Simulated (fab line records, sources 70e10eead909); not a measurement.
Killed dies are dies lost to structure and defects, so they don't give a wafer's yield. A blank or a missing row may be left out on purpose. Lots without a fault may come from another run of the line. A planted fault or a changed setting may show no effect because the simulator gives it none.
Which tool did it? | flow nand_harc | 24 lots, 72 wafers sampled, at 4 steps of a route of 1302

WHAT THE GAUGES READ, wafer by wafer
NHARC_A_CHANNEL_FILL_D2_THK_MEAS_06: measures by ellipsometry. Usual: thk_nm 5.1 nm, standard deviation 0.95.
lot  | measured     | on            | thk_nm (nm) | flag
L074 | day 15 05:31 | film_metro-01 | 4.6 3.8 3.9 |
L076 | day 15 05:31 | film_metro-02 | 5.2 4.4 3.3 |
L075 | day 15 05:31 | film_metro-01 | 5.0 3.3 6.2 |
L077 | day 16 13:29 | film_metro-01 | 6.2 3.9 6.6 |
L078 | day 17 01:10 | film_metro-01 | 5.1 5.4 4.6 |
L079 | day 17 01:10 | film_metro-01 | 6.3 5.6 4.9 |
L080 | day 17 12:24 | film_metro-02 | 5.1 4.9 5.3 |
L082 | day 18 09:59 | film_metro-01 | 6.4 6.4 4.5 |
L081 | day 18 09:59 | film_metro-02 | 5.6 4.2 6.4 |
L084 | day 18 23:53 | film_metro-02 | 6.1 5.7 6.9 |
L083 | day 18 23:53 | film_metro-01 | 3.3 5.1 4.4 |
L085 | day 19 13:25 | film_metro-01 | 4.7 4.9 3.8 |
L086 | day 19 20:30 | film_metro-02 | 4.1 4.5 5.6 |
L089 | day 20 20:00 | film_metro-02 | 7.1 5.4 5.8 |
L088 | day 20 20:00 | film_metro-01 | 5.5 5.0 5.2 |
L087 | day 21 07:19 | film_metro-02 | 5.3 4.8 4.5 |
L091 | day 22 03:46 | film_metro-01 | 4.2 5.0 5.8 |
L090 | day 22 09:16 | film_metro-01 | 4.7 3.8 5.1 |
L092 | day 22 09:16 | film_metro-02 | 5.6 5.1 3.9 |
L093 | day 23 06:41 | film_metro-02 | 4.2 3.6 5.7 |
L096 | day 23 22:20 | film_metro-02 | 5.1 3.7 6.4 |
L097 | day 23 22:20 | film_metro-01 | 5.2 6.6 3.9 |
L094 | day 24 02:25 | film_metro-02 | 5.5 6.7 5.6 |
L095 | day 24 02:25 | film_metro-01 | 5.0 5.4 5.4 |

WHICH TOOL RAN EACH LOT (tool, then ch and the chambers of the sampled wafers, then the start)
lot  | NHARC_A_ONON_D2_DEP_33          | NHARC_A_CHANNEL_HOLE_D2_ETCH_19  | NHARC_A_CHANNEL_FILL_D2_ALD_03
L074 | pecvd-02 ch 0,1,2, day 13 00:40 | har_etch-01 ch 0,1, day 13 07:16 | ald_sin_batch-01 ch 0, day 15 05:31 or earlier
L076 | pecvd-04 ch 1,2, day 13 07:59   | har_etch-02 ch 0, day 13 12:56   | ald_sin_batch-01 ch 0, day 15 05:31 or earlier
L075 | pecvd-03 ch 0,2, day 13 08:00   | har_etch-01 ch 0,1, day 13 15:36 | ald_sin_batch-01 ch 0, day 15 05:31 or earlier
L077 | pecvd-02 ch 0,1, day 14 05:47   | har_etch-01 ch 0,1, day 14 16:00 | ald_sin_batch-01 ch 0, day 16 13:29 or earlier
L078 | pecvd-04 ch 1,2, day 14 20:08   | har_etch-02 ch 1, day 15 06:59   | ald_sin_batch-02 ch 0, day 17 01:10 or earlier
L079 | pecvd-03 ch 0,2, day 14 20:10   | har_etch-01 ch 0,1, day 15 06:26 | ald_sin_batch-02 ch 0, day 17 01:10 or earlier
L080 | pecvd-02 ch 0, day 15 08:29     | har_etch-02 ch 0,1, day 15 13:13 | ald_sin_batch-02 ch 0, day 17 12:24 or earlier
L082 | pecvd-02 ch 0,1, day 16 06:04   | har_etch-01 ch 0,1, day 16 12:32 | ald_sin_batch-01 ch 0, day 18 09:59 or earlier
L081 | pecvd-04 ch 1,2, day 16 06:04   | har_etch-02 ch 0,1, day 16 10:48 | ald_sin_batch-01 ch 0, day 18 09:59 or earlier
L084 | pecvd-03 ch 0,1, day 16 19:44   | har_etch-01 ch 0,1, day 17 05:22 | ald_sin_batch-02 ch 0, day 18 23:53 or earlier
L083 | pecvd-02 ch 1,2, day 16 19:47   | har_etch-01 ch 1, day 17 01:10   | ald_sin_batch-03 ch 0, day 18 23:53 or earlier
L085 | pecvd-03 ch 0,1,2, day 17 11:14 | har_etch-01 ch 0,1, day 17 17:33 | ald_sin_batch-01 ch 0, day 19 13:25 or earlier
L086 | pecvd-04 ch 1,2, day 17 22:19   | har_etch-02 ch 0,1, day 18 02:43 | ald_sin_batch-03 ch 0, day 19 20:30 or earlier
L089 | pecvd-04 ch 0,1, day 18 19:56   | har_etch-02 ch 0,1, day 19 02:46 | ald_sin_batch-01 ch 0, day 20 20:00 or earlier
L088 | pecvd-03 ch 0,2, day 18 19:59   | har_etch-01 ch 0,1, day 19 04:36 | ald_sin_batch-01 ch 0, day 20 20:00 or earlier
L087 | pecvd-02 ch 1,2, day 19 03:31   | har_etch-01 ch 0, day 19 10:36   | ald_sin_batch-02 ch 0, day 21 07:19 or earlier
L091 | pecvd-02 ch 0,1, day 19 23:29   | har_etch-02 ch 0,1, day 20 10:08 | ald_sin_batch-03 ch 0, day 22 03:46 or earlier
L090 | pecvd-03 ch 0,1,2, day 19 23:35 | har_etch-01 ch 0,1, day 20 13:44 | ald_sin_batch-02 ch 0, day 22 09:16 or earlier
L092 | pecvd-02 ch 0,1, day 20 12:19   | har_etch-02 ch 0,1, day 20 16:49 | ald_sin_batch-01 ch 0, day 22 09:16 or earlier
L093 | pecvd-02 ch 1,2, day 21 04:27   | har_etch-02 ch 0,1, day 21 08:58 | ald_sin_batch-03 ch 0, day 23 06:41 or earlier
L096 | pecvd-04 ch 0,1, day 21 22:26   | har_etch-02 ch 0,1, day 22 03:14 | ald_sin_batch-02 ch 0, day 23 22:20 or earlier
L097 | pecvd-02 ch 1,2, day 21 22:34   | har_etch-01 ch 0,1, day 22 05:14 | ald_sin_batch-02 ch 0, day 23 22:20 or earlier
L094 | pecvd-03 ch 0,2, day 21 22:47   | har_etch-02 ch 0,1, day 22 07:26 | ald_sin_batch-02 ch 0, day 24 02:25 or earlier
L095 | pecvd-02 ch 0,1,2, day 21 22:50 | har_etch-01 ch 0,1, day 22 09:25 | ald_sin_batch-02 ch 0, day 24 02:25 or earlier
- NHARC_A_ONON_D2_DEP_33: deposits SiO2, target thk 200 nm.
- NHARC_A_CHANNEL_HOLE_D2_ETCH_19: etches the open film in C4F8/O2/Ar, time 34.5 s.
- NHARC_A_CHANNEL_FILL_D2_ALD_03: deposits SiNx, target thk 6 nm, pulse time 60 s, ald cycles 58.

WHAT THE TOOLS THEMSELVES READ (means of the sampled wafers that have a number; where no wafer has one, the mark that the record gives instead)
NHARC_A_ONON_D2_DEP_33. Usual: heater_power_w 519 W, standard deviation 78; throttle_valve_pct 16.0 %, standard deviation 0.44.
lot  | tool     | heater_power_w (W) | throttle_valve_pct (%) | flag
L074 | pecvd-02 | 477                | 16.1                   |
L076 | pecvd-04 | 544                | 16.0                   |
L075 | pecvd-03 | 439                | 15.8                   |
L077 | pecvd-02 | 565                | 15.9                   |
L078 | pecvd-04 | 543                | 16.1                   |
L079 | pecvd-03 | 493                | 15.8                   |
L080 | pecvd-02 | 599                | 15.5                   |
L082 | pecvd-02 | 536                | 16.2                   |
L081 | pecvd-04 | 521                | 16.1                   |
L084 | pecvd-03 | 450                | 15.8                   |
L083 | pecvd-02 | 473                | 16.7                   |
L085 | pecvd-03 | 493                | 15.5                   |
L086 | pecvd-04 | 547                | 16.1                   |
L089 | pecvd-04 | 548                | 16.4                   |
L088 | pecvd-03 | 463                | 15.7                   |
L087 | pecvd-02 | 455                | 16.3                   |
L091 | pecvd-02 | 580                | 15.9                   |
L090 | pecvd-03 | 444                | 15.8                   |
L092 | pecvd-02 | 502                | 16.2                   |
L093 | pecvd-02 | 492                | 16.6                   |
L096 | pecvd-04 | 607                | 16.0                   |
L097 | pecvd-02 | 473                | 16.4                   |
L094 | pecvd-03 | 436                | 15.8                   |
L095 | pecvd-02 | 494                | 16.1                   |

NHARC_A_CHANNEL_HOLE_D2_ETCH_19. Usual: drypump_motor_current_A 5.8 A, standard deviation 0.4; showerhead_plenum_p_Torr 3.65 Torr, standard deviation 0.091; throttle_valve_pct 37.039 %, standard deviation 0.0093.
lot  | tool        | drypump_motor_current_A (A) | showerhead_plenum_p_Torr (Torr) | throttle_valve_pct (%) | flag
L074 | har_etch-01 | 6.1                         | 3.60                            | 37.042                 |
L076 | har_etch-02 | 5.2                         | 3.77                            | 37.036                 |
L075 | har_etch-01 | 6.1                         | 3.59                            | 37.041                 |
L077 | har_etch-01 | 6.1                         | 3.62                            | 37.041                 |
L078 | har_etch-02 | 5.5                         | 3.76                            | 37.033                 |
L079 | har_etch-01 | 6.1                         | 3.61                            | 37.038                 |
L080 | har_etch-02 | 5.3                         | 3.76                            | 37.046                 |
L082 | har_etch-01 | 6.1                         | 3.57                            | 37.029                 |
L081 | har_etch-02 | 5.4                         | 3.75                            | 37.034                 |
L084 | har_etch-01 | 6.1                         | 3.60                            | 37.042                 |
L083 | har_etch-01 | 6.0                         | 3.64                            | 37.036                 |
L085 | har_etch-01 | 6.1                         | 3.59                            | 37.040                 |
L086 | har_etch-02 | 5.3                         | 3.74                            | 37.041                 |
L089 | har_etch-02 | 5.3                         | 3.73                            | 37.031                 |
L088 | har_etch-01 | 6.1                         | 3.58                            | 37.040                 |
L087 | har_etch-01 | 6.2                         | 3.51                            | 37.045                 |
L091 | har_etch-02 | 5.3                         | 3.72                            | 37.039                 |
L090 | har_etch-01 | 6.1                         | 3.57                            | 37.036                 |
L092 | har_etch-02 | 5.4                         | 3.72                            | 37.033                 |
L093 | har_etch-02 | 5.3                         | 3.72                            | 37.047                 |
L096 | har_etch-02 | 5.4                         | 3.71                            | 37.037                 |
L097 | har_etch-01 | 6.1                         | 3.53                            | 37.044                 |
L094 | har_etch-02 | 5.4                         | 3.71                            | 37.044                 |
L095 | har_etch-01 | 6.1                         | 3.52                            | 37.033                 |

NHARC_A_CHANNEL_FILL_D2_ALD_03. Usual: precursor_pulse_height_rel 1.001, standard deviation 0.021.
lot  | tool             | precursor_pulse_height_rel | flag
L074 | ald_sin_batch-01 | 1.019                      |
L076 | ald_sin_batch-01 | 0.992                      |
L075 | ald_sin_batch-01 | 0.996                      |
L077 | ald_sin_batch-01 | 1.011                      |
L078 | ald_sin_batch-02 | 1.021                      |
L079 | ald_sin_batch-02 | 1.024                      |
L080 | ald_sin_batch-02 | 1.004                      |
L082 | ald_sin_batch-01 | 1.005                      |
L081 | ald_sin_batch-01 | 1.000                      |
L084 | ald_sin_batch-02 | 1.003                      |
L083 | ald_sin_batch-03 | 0.994                      |
L085 | ald_sin_batch-01 | 1.003                      |
L086 | ald_sin_batch-03 | 1.009                      |
L089 | ald_sin_batch-01 | 1.022                      |
L088 | ald_sin_batch-01 | 0.984                      |
L087 | ald_sin_batch-02 | 1.013                      |
L091 | ald_sin_batch-03 | 0.999                      |
L090 | ald_sin_batch-02 | 0.991                      |
L092 | ald_sin_batch-01 | 0.982                      |
L093 | ald_sin_batch-03 | 0.996                      |
L096 | ald_sin_batch-02 | 1.003                      |
L097 | ald_sin_batch-02 | 0.982                      |
L094 | ald_sin_batch-02 | 1.006                      |
L095 | ald_sin_batch-02 | 1.011                      |

THE ANSWER, worked out from the rows above alone
Rule: a lot is off if the mean of its wafers that have a number lies more than 3 standard deviations from the usual mean. A lot without any number at a reading at which 4 lots or more have one is off too. The other lots that the step has rows for count as sound. The gauges are gone through in route order, then the tools' own readings, and for those a lot's mean is taken as printed above. The first step at which some lot is off is used, and at that step the reading that is off furthest; a lot without a number counts as furthest.
No lot is off at any reading shown: from this, nothing can be told.

WHAT THE SIMULATOR HAD PUT IN
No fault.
